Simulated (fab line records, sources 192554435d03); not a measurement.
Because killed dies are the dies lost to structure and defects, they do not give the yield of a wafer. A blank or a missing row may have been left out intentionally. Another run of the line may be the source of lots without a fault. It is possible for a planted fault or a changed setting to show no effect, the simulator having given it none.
Split-lot experiment / flow n5Finfet / on a route of 1938 steps: 7 lots, 39 wafers read

== SPLIT DETAILS ==
At N5_BEOL_M7_ILD_DEP_00 (deposits SiCOH lowk from DEMS/porogen, target thk 179.75 nm, time 33.4 s), the setting timeS was moved away from the recipe's 33.4 s on 18 of the 39 wafers read, by -57.4% to +48.7%. The other wafers ran this setting at the recipe's value.

== FROM SPLIT TO READING: 1 step shown by the file between the two ==
- N5_BEOL_M7_CURE_74: cures SiCOH lowk, time 240 s

== THE READING ==
M7_ILD_THK at N5_BEOL_M7_THK_MEAS_01, in nm. A value of 155.7 nm with a standard deviation of 2.2 nm is what fault-free wafers of this fab line usually give.

wafer=L074.1; tool, chamber at the split=pecvd-02, 0; timeS as run, s=33.4; against the recipe=recipe; M7_ILD_THK, nm=150.2; against lot-mates on the recipe=-
wafer=L074.2; tool, chamber at the split=pecvd-02, 1; timeS as run, s=15.55; against the recipe=-53.4%; M7_ILD_THK, nm=71.4; against lot-mates on the recipe=-82.9
wafer=L074.3; tool, chamber at the split=pecvd-02, 2; timeS as run, s=15.55; against the recipe=-53.4%; M7_ILD_THK, nm=74.0; against lot-mates on the recipe=-80.3
wafer=L074.4; tool, chamber at the split=pecvd-02, 0; timeS as run, s=15.55; against the recipe=-53.4%; M7_ILD_THK, nm=69.6; against lot-mates on the recipe=-84.7
wafer=L074.5; tool, chamber at the split=pecvd-02, 2; timeS as run, s=33.4; against the recipe=recipe; M7_ILD_THK, nm=157.7; against lot-mates on the recipe=-
wafer=L074.6; tool, chamber at the split=pecvd-02, 1; timeS as run, s=33.4; against the recipe=recipe; M7_ILD_THK, nm=154.9; against lot-mates on the recipe=-
wafer=L077.1; tool, chamber at the split=pecvd-04, 1; timeS as run, s=33.4; against the recipe=recipe; M7_ILD_THK, nm=154.1; against lot-mates on the recipe=-
wafer=L077.2; tool, chamber at the split=pecvd-04, 0; timeS as run, s=33.4; against the recipe=recipe; M7_ILD_THK, nm=153.8; against lot-mates on the recipe=-
wafer=L077.3; tool, chamber at the split=pecvd-04, 2; timeS as run, s=21.28; against the recipe=-36.3%; M7_ILD_THK, nm=99.5; against lot-mates on the recipe=-55.2
wafer=L077.4; tool, chamber at the split=pecvd-04, 1; timeS as run, s=33.4; against the recipe=recipe; M7_ILD_THK, nm=156.1; against lot-mates on the recipe=-
wafer=L077.5; tool, chamber at the split=pecvd-04, 0; timeS as run, s=21.28; against the recipe=-36.3%; M7_ILD_THK, nm=100.9; against lot-mates on the recipe=-53.8
wafer=L077.6; tool, chamber at the split=pecvd-04, 2; timeS as run, s=21.28; against the recipe=-36.3%; M7_ILD_THK, nm=101.4; against lot-mates on the recipe=-53.3
wafer=L081.1; tool, chamber at the split=pecvd-03, 0; timeS as run, s=33.4; against the recipe=recipe; M7_ILD_THK, nm=157.1; against lot-mates on the recipe=-
wafer=L081.2; tool, chamber at the split=pecvd-03, 1; timeS as run, s=49.66; against the recipe=+48.7%; M7_ILD_THK, nm=229.1; against lot-mates on the recipe=+71.9
wafer=L081.3; tool, chamber at the split=pecvd-03, 0; timeS as run, s=33.4; against the recipe=recipe; M7_ILD_THK, nm=158.1; against lot-mates on the recipe=-
wafer=L081.4; tool, chamber at the split=pecvd-03, 1; timeS as run, s=33.4; against the recipe=recipe; M7_ILD_THK, nm=156.3; against lot-mates on the recipe=-
wafer=L081.5; tool, chamber at the split=pecvd-03, 0; timeS as run, s=49.66; against the recipe=+48.7%; M7_ILD_THK, nm=232.5; against lot-mates on the recipe=+75.3
wafer=L081.6; tool, chamber at the split=pecvd-03, 1; timeS as run, s=49.66; against the recipe=+48.7%; M7_ILD_THK, nm=232.2; against lot-mates on the recipe=+75.0
wafer=L082.1; tool, chamber at the split=pecvd-04, 1; timeS as run, s=16.75; against the recipe=-49.9%; M7_ILD_THK, nm=73.5; against lot-mates on the recipe=-81.3
wafer=L082.2; tool, chamber at the split=pecvd-04, 2; timeS as run, s=16.75; against the recipe=-49.9%; M7_ILD_THK, nm=77.1; against lot-mates on the recipe=-77.7
wafer=L082.3; tool, chamber at the split=pecvd-04, 2; timeS as run, s=33.4; against the recipe=recipe; M7_ILD_THK, nm=155.9; against lot-mates on the recipe=-
wafer=L082.4; tool, chamber at the split=pecvd-04, 1; timeS as run, s=33.4; against the recipe=recipe; M7_ILD_THK, nm=154.8; against lot-mates on the recipe=-
wafer=L082.5; tool, chamber at the split=pecvd-04, 1; timeS as run, s=33.4; against the recipe=recipe; M7_ILD_THK, nm=153.6; against lot-mates on the recipe=-
wafer=L082.6; tool, chamber at the split=pecvd-04, 2; timeS as run, s=16.75; against the recipe=-49.9%; M7_ILD_THK, nm=77.3; against lot-mates on the recipe=-77.5
wafer=L084.1; tool, chamber at the split=pecvd-02, 0; timeS as run, s=42.77; against the recipe=+28.1%; M7_ILD_THK, nm=196.6; against lot-mates on the recipe=+41.0
wafer=L084.2; tool, chamber at the split=pecvd-02, 2; timeS as run, s=33.4; against the recipe=recipe; M7_ILD_THK, nm=154.7; against lot-mates on the recipe=-
wafer=L084.3; tool, chamber at the split=pecvd-02, 1; timeS as run, s=42.77; against the recipe=+28.1%; M7_ILD_THK, nm=197.4; against lot-mates on the recipe=+41.8
wafer=L084.4; tool, chamber at the split=pecvd-02, 1; timeS as run, s=33.4; against the recipe=recipe; M7_ILD_THK, nm=155.5; against lot-mates on the recipe=-
wafer=L084.5; tool, chamber at the split=pecvd-02, 2; timeS as run, s=33.4; against the recipe=recipe; M7_ILD_THK, nm=156.5; against lot-mates on the recipe=-
wafer=L084.6; tool, chamber at the split=pecvd-02, 0; timeS as run, s=42.77; against the recipe=+28.1%; M7_ILD_THK, nm=197.7; against lot-mates on the recipe=+42.1
wafer=L086.1; tool, chamber at the split=pecvd-03, 2; timeS as run, s=33.4; against the recipe=recipe; M7_ILD_THK, nm=153.2; against lot-mates on the recipe=-
wafer=L086.2; tool, chamber at the split=pecvd-03, 0; timeS as run, s=14.23; against the recipe=-57.4%; M7_ILD_THK, nm=68.5; against lot-mates on the recipe=-88.5
wafer=L086.3; tool, chamber at the split=pecvd-03, 2; timeS as run, s=14.23; against the recipe=-57.4%; M7_ILD_THK, nm=68.1; against lot-mates on the recipe=-88.9
wafer=L086.4; tool, chamber at the split=pecvd-03, 0; timeS as run, s=33.4; against the recipe=recipe; M7_ILD_THK, nm=158.3; against lot-mates on the recipe=-
wafer=L086.5; tool, chamber at the split=pecvd-03, 2; timeS as run, s=14.23; against the recipe=-57.4%; M7_ILD_THK, nm=70.8; against lot-mates on the recipe=-86.2
wafer=L086.6; tool, chamber at the split=pecvd-03, 0; timeS as run, s=33.4; against the recipe=recipe; M7_ILD_THK, nm=159.5; against lot-mates on the recipe=-
wafer=L094.2; tool, chamber at the split=pecvd-03, 2; timeS as run, s=33.4; against the recipe=recipe; M7_ILD_THK, nm=155.7; against lot-mates on the recipe=-
wafer=L094.3; tool, chamber at the split=pecvd-03, 2; timeS as run, s=33.4; against the recipe=recipe; M7_ILD_THK, nm=159.3; against lot-mates on the recipe=-
wafer=L094.6; tool, chamber at the split=pecvd-03, 1; timeS as run, s=33.4; against the recipe=recipe; M7_ILD_THK, nm=158.5; against lot-mates on the recipe=-

FIT RESULTS
A straight line over all 39 wafers: M7_ILD_THK changes by +1.55 nm for each +1% of timeS; r = +1.00; the points scatter about the line by 2.3 nm.
The same after taking each lot's own level away (the mean of its wafers on the recipe; 39 wafers): +1.53 nm for each +1%; r = +1.00; scatter 1.9 nm.
The reading moves by 88 nm for the largest change in timeS, on that fit.
From 154.27 to 157.83 nm: that is the span of the lots' own levels, equal to 1.6 times the standard deviation above.
The two slopes are in agreement: the lot-to-lot level therefore moves the slope only a little.
Check: for one of the wafers moved furthest among these (-57.4%), held out of the fit, the line's prediction against its lot-mates is -88.2 nm. It came out at -88.5 nm against them.

== THESE WAFERS: OTHER SPLITS ==
These wafers also went through other splits before the reading. Each is held against what the fit with the lots' levels taken away leaves over:
other split on the same wafers=N5_FIN_SAQP_HM_DEP_72 targetThkA; wafers away from the commonest value=18; r with M7_ILD_THK (lot level and that fit taken away)=-0.19
other split on the same wafers=N5_FIN_CUT_CUT_ETCH_15 timeS; wafers away from the commonest value=12; r with M7_ILD_THK (lot level and that fit taken away)=+0.09
other split on the same wafers=N5_SD_EPI_P_EPI_21 epiGrowthTimeS; wafers away from the commonest value=15; r with M7_ILD_THK (lot level and that fit taken away)=+0.13
other split on the same wafers=N5_MOL_CONTACT_COAG_SPUTTER_143 targetThkA; wafers away from the commonest value=12; r with M7_ILD_THK (lot level and that fit taken away)=+0.31
other split on the same wafers=N5_BEOL_M0_SAQP_ILD_DEP_01 timeS; wafers away from the commonest value=6; r with M7_ILD_THK (lot level and that fit taken away)=-0.16

== THE WHOLE CHAIN: every reading that the file lists as answering this split, in the file's order ==
step=N5_BEOL_M7_ILD_DEP_00; what it does=deposits SiCOH lowk from DEMS/porogen, target thk 179.75 nm, time 33.4 s; reading=SiCOH_lowk_of_BEOL_M7_ILD_DEP_00.thkNm (the simulator's own value, which no gauge read); change (the file's fit)=+1.77 nm for each +1% of the setting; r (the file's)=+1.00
step=N5_BEOL_M7_CURE_74; what it does=cures SiCOH lowk, time 240 s; reading=SiCOH_lowk_of_BEOL_M7_ILD_DEP_00.thkNm (the simulator's own value, which no gauge read); change (the file's fit)=+1.53 nm for each +1% of the setting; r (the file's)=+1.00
step=N5_BEOL_M7_THK_MEAS_01; what it does=; reading=M7_ILD_THK; change (the file's fit)=+1.53 for each +1% of the setting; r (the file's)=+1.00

== FILE'S OWN FIT ==
M7_ILD_THK changes by +1.53 nm for each +1% of timeS, r = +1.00.
